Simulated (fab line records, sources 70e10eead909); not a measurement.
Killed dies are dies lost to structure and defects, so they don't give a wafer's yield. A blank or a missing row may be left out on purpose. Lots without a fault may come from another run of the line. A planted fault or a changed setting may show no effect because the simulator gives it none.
Problem report in the 8D (eight disciplines) form, filled by code | flow nand_harc | the parts of the form that need people (team, actions taken, sign-off) are left out

1. THE PROBLEM
killed_dies at NHARC_END_SORT_01 reads a mean of 583 on 4 wafers of 3 lots; wafers without a fault read 60 with a standard deviation of 19. That is +28 standard deviations from the usual mean.
First seen on wafer L235.5, day 31 00:02, on prober-01. The record holds 9 wafers of 3 lots with a number at this step. Rule for "out", or "out of limits": more than 4 standard deviations from the usual mean. The other wafers with a number count as sound.

2. WHAT IT IS AND WHAT IT IS NOT
question                    | is                             | is not
which readings at this step | killed_dies, killed_at_array   | killed_at_periphery, killed_short
which lots                  | L235, L236, L237               | -
which wafers of those lots  | L235.5, L236.1, L236.5, L237.5 | L235.2, L235.3, L236.2, L237.2, L237.4
read on which gauges        | prober-01, prober-02           | -
when                        | from day 31 00:02              | up to then (2 sound wafers); but 3 sound wafers of L236, L237 came after

3. SUSPECTS, AND WHAT RULES EACH OUT
Counting: a tool at a process step up to the reading stays a suspect if it ran every lot that is out. Sound lots after the first of them don't rule it out here, since some wafers of a struck lot are sound.
- the gauge at NHARC_END_SORT_01: ruled out. The wafers that are out were read on 2 gauges (prober-01, prober-02).
- rie_diel-03 at NHARC_A_CONTACT_DESCUM_13 (chemistry O2, time 3 s): kept. It ran every lot that is out, first L235 (day 28 11:02).
- rie_diel-03 at NHARC_A_CONTACT_ETCH_30 (etches the open film in CF4/CHF3, target depth 72.6 nm, time 36.3 s): kept. It ran every lot that is out, first L235 (day 28 11:46). Its own readings are out on those wafers: oes_product_au.
Left after counting: rie_diel-03 at NHARC_A_CONTACT_DESCUM_13, rie_diel-03 at NHARC_A_CONTACT_ETCH_30.

4. THE CAUSE (what the simulator had put in)
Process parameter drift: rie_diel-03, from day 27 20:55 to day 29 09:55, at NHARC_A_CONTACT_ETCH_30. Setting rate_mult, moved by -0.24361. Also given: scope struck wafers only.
Counting left 2 suspects, and this tool is among them.

5. THE CHAIN OF EFFECTS, in route order
Each row: a reading whose mean over the struck wafers that have a number lies more than 3 standard deviations from the usual. Only readings for which the record gives a usual standard deviation are gone through. hours: the time from each lot's start at the first step in this table that gives one to its start at this step, as a median over the lots. sigmas: the change in usual standard deviations.
hours | step                    | reading         | usual      | on struck wafers | change | sigmas
0     | NHARC_A_CONTACT_ETCH_30 | oes_product_au  | 0.933 a.u. | 0.796            | -0.137 | -9.1
52    | NHARC_END_SORT_01       | killed_at_array | 56         | 580              | +524   | +28
52    | NHARC_END_SORT_01       | killed_dies     | 60         | 583              | +523   | +28
The process steps in it:
- NHARC_A_CONTACT_ETCH_30: etches the open film in CF4/CHF3, target depth 72.6 nm, time 36.3 s.

6. WHAT WOULD HAVE CAUGHT IT SOONER
In this record the first reading out of limits at a measuring or inspecting step was taken at day 31 00:02, 75 hours after the fault began at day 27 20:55.
The tool's own readings at NHARC_A_CONTACT_ETCH_30 were out on every struck wafer that the step has a row for (oes_product_au): an alarm limit on them would have fired on the first of those.
All the lots that are out (3) had begun NHARC_A_CONTACT_ETCH_30 on rie_diel-03 by day 31 00:02. A hold on the tool at that time would have spared none of them.
